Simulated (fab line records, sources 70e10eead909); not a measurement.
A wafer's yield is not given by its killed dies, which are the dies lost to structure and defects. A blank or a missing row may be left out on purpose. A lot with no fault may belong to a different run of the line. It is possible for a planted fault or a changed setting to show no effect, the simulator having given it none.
fab line records	flow nand_harc	part 2 of 2: steps 5 to 6 of 6
record lots=22	wafers=66	last_day=33
route steps=1302 shown A_STAIRCASE@808 A_SGD_CUT@908
lots that met no fault: from a run of the same line without faults
start_h: hours from the record's opening day to when the first of the lot's shown wafers began	wait_h: time in hours since the lot's previous step	" unchanged from the row above	L1.1+2: several wafers, shown together as one row	- no value, or no start given	* or withheld: withheld	< > ~ a bound
route shown NAME@n: names a module that has steps shown in the file, with the first one's number in the route	usual: mean/standard deviation taken from wafers without a fault	same: alike in all rows	chamber/n: place in a boat	sites: per-site readings	_std_site: standard deviation of those values	_edge_site: outer sites' mean less inner sites'	radius_mm: how far each site lies from the wafer's centre	mask NAME#n: copy n	behind: tool/chamber where the wafer was last shaped	hold: what put the lot on hold/how long, in hours/how the hold closed	device: the transistor (n, p or np) that didn't switch	end of line: the tests these same wafers got at the end of their route	a step without rows: its recipe alone	killed: the dies lost at the first sort to structure and to defects; this is not the yield of the wafer	map: dies across one wafer; x = killed, . = not, _ = none there
set.NAME: the setting as run; set.NAME@STEP: as run at that earlier step	model.NAME: the simulator's own value behind a step, which no gauge read
route steps across a sampled set of lots; one table per step, one row per wafer
services: from which hour (start_h, from the record's first day; less than 0 if before it) a tool's chamber was out of use, for how many hours, and why
## steps
# step NHARC_A_SGD_CUT_ETCH_16
# recipe target_depth_a=3105	time_s=155.2	c4f8_flow_sccm=withheld	o2_flow_sccm=8	ar_flow_sccm=withheld	rf_w=600	bias_w=800	chemistry=C4F8/O2/Ar
# usual chamber_pressure_mTorr=24.999/0.024	oes_product_au=0.971/0.015	rf_vpp_V=724/4.5
lot.wafer	tool	chamber	start_h	wait_h	chamber_pressure_mTorr	oes_product_au	rf_hours_counter_h	rf_vpp_V
L076.4	rie_diel-10	1	-	-	25.012	0.978	1.1	726
L076.2	"	2	"	"	25.021	0.968	1.1	725
L076.1	"	3	"	"	24.965	0.942	1.3	726
L075.2	rie_diel-11	1	-	-	25.003	0.973	0.5	730
L075.4	"	2	"	"	25.010	0.962	0.4	728
L075.5	"	0	"	"	25.049	0.986	-	717
L074.1	rie_diel-08	2	-	-	25.018	0.935	4.0	724
L074.6	"	0	"	"	25.007	0.948	-	718
L074.5	"	1	"	"	25.026	0.940	-	729
L077.4	rie_diel-10	3	-	-	25.013	0.961	2.1	725
L077.3	"	0	"	"	24.997	0.986	2.3	722
L077.5	"	3	"	"	24.964	0.957	-	727
L078.1	rie_diel-11	3	-	-	25.002	0.962	2.1	728
L078.3	"	0	"	"	24.998	0.983	2.6	717
L078.4	"	1	"	"	25.017	0.961	2.1	730
L079.3	rie_diel-10	1	-	-	24.996	0.972	3.0	726
L079.1	"	3	"	"	24.985	0.967	3.1	725
L079.2	"	0	"	"	25.016	0.971	3.2	722
L080.2	rie_diel-08	0	-	-	25.015	0.986	4.6	717
L080.3	"	2	"	"	24.992	0.981	6.0	723
L080.5	"	0	"	"	24.960	0.976	-	717
L081.3	rie_diel-08	0	-	-	24.992	0.982	6.1	718
L081.6	"	2	"	"	24.983	0.963	-	725
L081.5	"	3	"	"	24.973	0.975	-	727
L083.2	rie_diel-11	3	-	-	24.985	0.971	7.4	727
L083.3	"	2	"	"	25.010	0.961	6.3	728
L083.6	"	0	"	"	25.047	0.996	-	716
L082.4	rie_diel-08	3	-	-	24.971	0.991	8.0	726
L082.2	"	0	"	"	24.997	0.974	7.4	717
L082.5	"	0	"	"	25.013	0.977	-	717
L084.3	rie_diel-11	3	-	-	25.016	0.958	8.7	728
L084.5	"	2	"	"	25.036	0.986	-	727
L084.6	"	3	"	"	24.985	0.971	-	727
L086.2	rie_diel-10	0	-	-	25.005	0.978	5.8	722
L086.6	"	0	"	"	25.055	0.969	-	722
L086.5	"	1	"	"	24.971	0.968	-	725
L087.3	rie_diel-11	2	-	-	25.017	0.980	8.7	728
L087.5	"	3	"	"	24.974	0.977	-	727
L087.6	"	0	"	"	24.996	0.996	-	715
L085.4	rie_diel-10	1	-	-	24.992	0.934	5.8	725
L085.3	"	2	"	"	24.982	0.960	5.7	723
L085.5	"	1	"	"	25.008	0.951	-	725
L089.4	rie_diel-10	2	-	-	24.956	0.973	7.7	723
L089.1	"	3	"	"	25.019	0.959	7.6	727
L089.5	"	0	"	"	25.014	0.958	-	722
L091.4	rie_diel-10	3	-	-	24.936	0.980	0.4	725
L091.3	"	1	"	"	25.001	0.975	0.5	724
L091.5	"	3	"	"	24.984	0.980	-	727
L092.1	rie_diel-08	0	-	-	24.985	0.985	4.6	716
L092.2	"	3	"	"	24.992	0.978	5.7	729
L092.5	"	0	"	"	25.020	0.997	-	717
L093.1	rie_diel-11	1	-	-	25.008	0.961	0.3	730
L093.5	"	3	"	"	25.020	0.969	-	728
L093.6	"	0	"	"	24.975	0.989	-	717
L094.1	rie_diel-11	2	-	-	24.983	0.980	0.8	726
L094.2	"	1	"	"	24.963	0.965	0.7	731
L094.5	"	2	"	"	25.023	0.984	-	727
L095.4	rie_diel-08	3	-	-	24.967	0.984	7.7	726
L095.2	"	2	"	"	25.023	0.969	7.7	724
L095.5	"	3	"	"	25.009	0.979	-	726
L096.4	rie_diel-10	2	-	-	24.997	0.969	1.7	722
L096.3	"	3	"	"	24.983	0.961	1.6	726
L096.2	"	1	"	"	25.028	0.968	2.0	725
L097.2	rie_diel-08	3	-	-	24.985	0.988	8.7	725
L097.3	"	0	"	"	24.993	0.992	7.9	718
L097.6	"	0	"	"	25.013	0.984	-	717
# step NHARC_A_SGD_CUT_STRIP_17
# recipe o2_flow_sccm=500	ar_flow_sccm=0	bias_w=0	chemistry=O2
# usual chamber_pressure_mTorr=60.00/0.056	drypump_motor_current_A=5.4/0.55	oes_product_au=0.997/0.012	rf_vpp_V=57.9/0.9	showerhead_plenum_p_Torr=3.57/0.15	throttle_valve_pct=17.034/0.0093
lot.wafer	tool	chamber	start_h	wait_h	chamber_pressure_mTorr	drypump_motor_current_A	oes_product_au	rf_hours_counter_h	rf_vpp_V	showerhead_plenum_p_Torr	throttle_valve_pct
L076.1	rie_diel-10	3	-	-	60.00	4.8	0.990	1.3	57.6	3.64	17.050
L076.2	"	0	"	"	60.08	5.5	0.988	1.4	57.5	3.50	17.024
L076.4	"	1	"	"	59.99	6.4	0.981	1.2	56.8	3.60	17.054
L075.4	rie_diel-11	2	-	-	60.09	6.3	0.985	0.5	58.3	3.67	17.033
L075.2	"	3	"	"	60.05	6.2	1.008	0.6	57.3	3.67	17.028
L075.5	"	1	"	"	59.98	5.0	0.997	-	58.7	3.76	17.029
L074.1	rie_diel-08	1	-	-	60.03	4.9	0.986	3.7	59.4	3.78	17.032
L074.6	"	3	"	"	59.99	5.8	1.012	-	59.5	3.65	17.029
L074.5	"	0	"	"	60.13	4.8	0.999	-	58.5	3.32	17.039
L077.4	rie_diel-10	1	-	-	59.96	6.4	0.992	2.1	58.3	3.60	17.051
L077.3	"	0	"	"	59.97	5.5	0.999	2.4	57.0	3.50	17.030
L077.5	"	1	"	"	59.97	6.4	0.994	-	58.2	3.59	17.039
L078.3	rie_diel-11	3	-	-	59.97	6.2	1.019	2.2	57.2	3.67	17.021
L078.1	"	0	"	"	60.05	5.4	1.023	2.6	58.9	3.29	17.036
L078.4	"	1	"	"	60.01	5.0	1.007	2.2	58.0	3.76	17.027
L079.1	rie_diel-10	2	-	-	59.99	5.6	1.001	3.0	56.9	3.52	17.045
L079.3	"	3	"	"	60.02	4.8	0.984	3.1	57.6	3.64	17.025
L079.2	"	1	"	"	60.00	6.4	0.986	3.1	57.2	3.59	17.046
L080.3	rie_diel-08	0	-	-	59.99	4.9	1.012	4.6	56.0	3.32	17.043
L080.2	"	1	"	"	60.05	4.9	0.988	5.6	59.0	3.78	17.042
L080.5	"	1	"	"	59.95	4.9	0.980	-	59.6	3.78	17.026
L081.3	rie_diel-08	3	-	-	59.93	5.7	1.000	6.6	58.2	3.64	17.040
L081.6	"	2	"	"	59.88	5.0	0.993	-	55.2	3.58	17.040
L081.5	"	3	"	"	60.11	5.8	0.997	-	56.9	3.64	17.036
L083.2	rie_diel-11	2	-	-	60.00	6.3	0.984	6.3	59.3	3.66	17.026
L083.3	"	3	"	"	60.06	6.2	0.988	7.5	56.3	3.67	17.035
L083.6	"	0	"	"	59.96	5.4	0.993	-	57.9	3.28	17.049
L082.4	rie_diel-08	0	-	-	60.06	4.8	1.000	7.5	57.7	3.32	17.048
L082.2	"	1	"	"	59.99	4.9	0.987	8.3	57.1	3.78	17.022
L082.5	"	0	"	"	59.93	4.8	1.000	-	57.5	3.32	17.039
L084.3	rie_diel-11	0	-	-	59.96	5.4	1.011	8.3	56.8	3.28	17.021
L084.6	"	3	"	"	59.97	6.2	0.999	-	59.3	3.67	17.032
L084.5	"	0	"	"	60.03	5.4	1.026	-	56.1	3.28	17.021
L086.2	rie_diel-10	3	-	-	60.02	4.8	0.987	5.8	57.4	3.64	17.052
L086.6	"	1	"	"	60.04	6.4	0.985	-	57.5	3.59	17.027
L086.5	"	2	"	"	60.01	5.6	0.999	-	57.5	3.52	17.038
L087.3	rie_diel-11	1	-	-	60.01	5.0	0.997	9.9	58.2	3.76	17.034
L087.5	"	2	"	"	60.03	6.3	1.008	-	57.1	3.66	17.045
L087.6	"	3	"	"	60.05	6.2	1.007	-	58.2	3.67	17.030
L085.3	rie_diel-10	3	-	-	59.94	4.7	0.986	6.2	59.0	3.64	17.041
L085.4	"	0	"	"	59.98	5.5	0.995	6.3	58.5	3.50	17.029
L085.5	"	3	"	"	59.89	4.7	0.987	-	57.8	3.64	17.039
L089.1	rie_diel-10	0	-	-	60.03	5.5	0.991	7.8	58.2	3.50	17.027
L089.4	"	2	"	"	59.93	5.6	0.997	7.7	57.4	3.52	17.050
L089.5	"	0	"	"	59.97	5.5	0.995	-	58.3	3.50	17.034
L091.3	rie_diel-10	0	-	-	60.01	5.5	0.990	0.6	56.4	3.50	17.037
L091.4	"	1	"	"	60.00	6.4	0.985	0.6	57.7	3.59	17.028
L091.5	"	0	"	"	59.86	5.5	0.974	-	57.9	3.50	17.038
L092.1	rie_diel-08	2	-	-	59.98	5.0	0.986	5.3	57.3	3.57	17.048
L092.2	"	3	"	"	60.03	5.8	1.011	5.7	58.8	3.64	17.027
L092.5	"	3	"	"	60.03	5.8	1.015	-	59.3	3.64	17.032
L093.1	rie_diel-11	3	-	-	60.00	6.2	0.987	0.3	57.2	3.67	17.015
L093.5	"	2	"	"	59.97	6.3	0.997	-	59.8	3.66	17.036
L093.6	"	3	"	"	59.99	6.2	0.998	-	58.6	3.67	17.038
L094.1	rie_diel-11	0	-	-	60.05	5.4	0.997	0.8	56.4	3.28	17.048
L094.2	"	1	"	"	59.93	5.0	1.001	0.7	58.0	3.76	17.044
L094.5	"	1	"	"	60.05	5.0	0.983	-	57.8	3.76	17.045
L095.4	rie_diel-08	3	-	-	60.16	5.7	1.014	7.8	57.4	3.64	17.038
L095.2	"	0	"	"	59.89	4.8	1.023	6.7	57.0	3.31	17.028
L095.5	"	1	"	"	59.95	4.9	0.992	-	56.9	3.77	17.025
L096.3	rie_diel-10	3	-	-	59.95	4.7	1.006	1.7	58.0	3.64	17.037
L096.2	"	0	"	"	60.00	5.5	0.999	2.0	58.6	3.50	17.028
L096.4	"	2	"	"	59.96	5.6	0.995	1.8	58.3	3.51	17.031
L097.2	rie_diel-08	2	-	-	60.00	5.0	0.986	8.8	58.7	3.57	17.030
L097.3	"	3	"	"	59.98	5.7	1.005	8.8	58.3	3.64	17.029
L097.6	"	3	"	"	60.09	5.8	1.004	-	59.6	3.64	17.035
## services
tool	chamber	start_h	hours	kind
cmp-04	-	355.29	0.9	repair
rie_diel-08	-	356.37	1.3	repair
rie_diel-11	3	362.33	4.3	repair
cmp-04	-	366.37	21.2	repair
rie_diel-08	-	367.80	9.0	pm
cmp-01	-	382.03	4.0	pm
cmp-04	-	396.11	3.8	repair
cmp-01	-	399.67	2.2	repair
cmp-01	-	404.79	8.0	repair
cmp-04	-	405.07	4.0	pm
rie_diel-10	-	419.50	9.0	pm
rie_diel-11	-	432.50	9.0	pm
cmp-01	-	452.60	0.6	repair
cmp-01	-	467.30	2.0	repair
cmp-01	-	480.03	4.0	pm
rie_diel-13	-	519.00	9.0	pm
cmp-01	-	521.00	1.2	repair
cmp-01	-	548.28	0.4	repair
rie_diel-13	3	571.34	4.3	repair
cmp-01	-	578.03	4.0	pm
rie_diel-13	0	583.55	8.3	repair
rie_diel-10	-	596.50	9.0	pm
cmp-01	-	625.37	3.6	repair
cmp-01	-	635.40	1.8	repair
